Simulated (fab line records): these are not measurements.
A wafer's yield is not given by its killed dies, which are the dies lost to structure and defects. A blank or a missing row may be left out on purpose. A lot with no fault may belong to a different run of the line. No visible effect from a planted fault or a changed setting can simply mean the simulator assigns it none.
Which tool did it? / flow n5_finfet / 10 lots with 30 wafers sampled at 2 steps, on a route of 1938 steps

WHAT THE GAUGES SHOWED, per wafer
N5_PASSIVATION_CD_MEAS_30 targets a cd of 4000 nm.
lot=L981; measured=day 12 22:19; on=cd_sem-02; cd_nm (nm)=4000.1 4000.5 3996.7
lot=L983; measured=day 12 23:26; on=cd_sem-01; cd_nm (nm)=4002.3 4000.9 4000.3
lot=L984; measured=day 13 01:08; on=cd_sem-03; cd_nm (nm)=4002.0 4002.2 4001.3
lot=L986; measured=day 13 21:18; on=cd_sem-01; cd_nm (nm)=3995.0 3999.4 3999.2
lot=L987; measured=day 13 21:48; on=cd_sem-01; cd_nm (nm)=3997.8 3998.8 4000.5
lot=L988; measured=day 14 04:26; on=cd_sem-02; cd_nm (nm)=3997.6 3999.1 3999.5
lot=L989; measured=day 14 07:30; on=cd_sem-03; cd_nm (nm)=3996.8 3998.7 3999.1
lot=L990; measured=day 14 18:39; on=cd_sem-03; cd_nm (nm)=4000.6 3997.4 3994.8
lot=L994; measured=day 15 10:32; on=cd_sem-01; cd_nm (nm)=3999.5 3999.0 4000.5
lot=L995; measured=day 15 11:56; on=cd_sem-02; cd_nm (nm)=4000.4 3996.2 3995.0

TOOL THAT RAN EACH LOT (tool first, then ch and the chambers of the sampled wafers, then the start)
lot=L981; N5_BEOL_M6_VIA_ETCH_34=rie_diel-03 ch 1,2, day 9 11:34
lot=L983; N5_BEOL_M6_VIA_ETCH_34=rie_diel-03 ch 0,1,3, day 9 17:35
lot=L984; N5_BEOL_M6_VIA_ETCH_34=rie_diel-03 ch 0,1,2, day 9 22:44
lot=L986; N5_BEOL_M6_VIA_ETCH_34=rie_diel-01 ch 0,3, day 10 17:16
lot=L987; N5_BEOL_M6_VIA_ETCH_34=rie_diel-01 ch 0,1,2, day 10 22:38
lot=L988; N5_BEOL_M6_VIA_ETCH_34=rie_diel-05 ch 0,1,3, day 11 08:25
lot=L989; N5_BEOL_M6_VIA_ETCH_34=rie_diel-03 ch 2,3, day 11 11:55
lot=L990; N5_BEOL_M6_VIA_ETCH_34=rie_diel-03 ch 0,3, day 11 17:01
lot=L994; N5_BEOL_M6_VIA_ETCH_34=rie_diel-03 ch 0,3, day 12 08:53
lot=L995; N5_BEOL_M6_VIA_ETCH_34=rie_diel-05 ch 0,1,3, day 12 14:51
- N5_BEOL_M6_VIA_ETCH_34: etches SiCOH lowk in C4F6/O2, target depth 126.3 nm, time 50.9 s.

THE ANSWER, worked out from the rows above alone
Rule: what is usual is taken from the lots themselves. Put in order of their means at a reading, lots are off if they are a third of the lots or fewer, leave a main group of 4 or more, and stand apart from it by a gap of 3 or more times the standard deviation of the main group's means; of several such gaps the widest counts. A main group is skipped when, at the precision printed for the reading in the tables above, its means are all equal. A lot without any number at a reading at which 4 lots or more have one is off too. The other lots that the step has rows for count as sound.
Nothing can be told from this: no lot is off at any reading shown.

WHAT THE SIMULATOR HAD PUT IN
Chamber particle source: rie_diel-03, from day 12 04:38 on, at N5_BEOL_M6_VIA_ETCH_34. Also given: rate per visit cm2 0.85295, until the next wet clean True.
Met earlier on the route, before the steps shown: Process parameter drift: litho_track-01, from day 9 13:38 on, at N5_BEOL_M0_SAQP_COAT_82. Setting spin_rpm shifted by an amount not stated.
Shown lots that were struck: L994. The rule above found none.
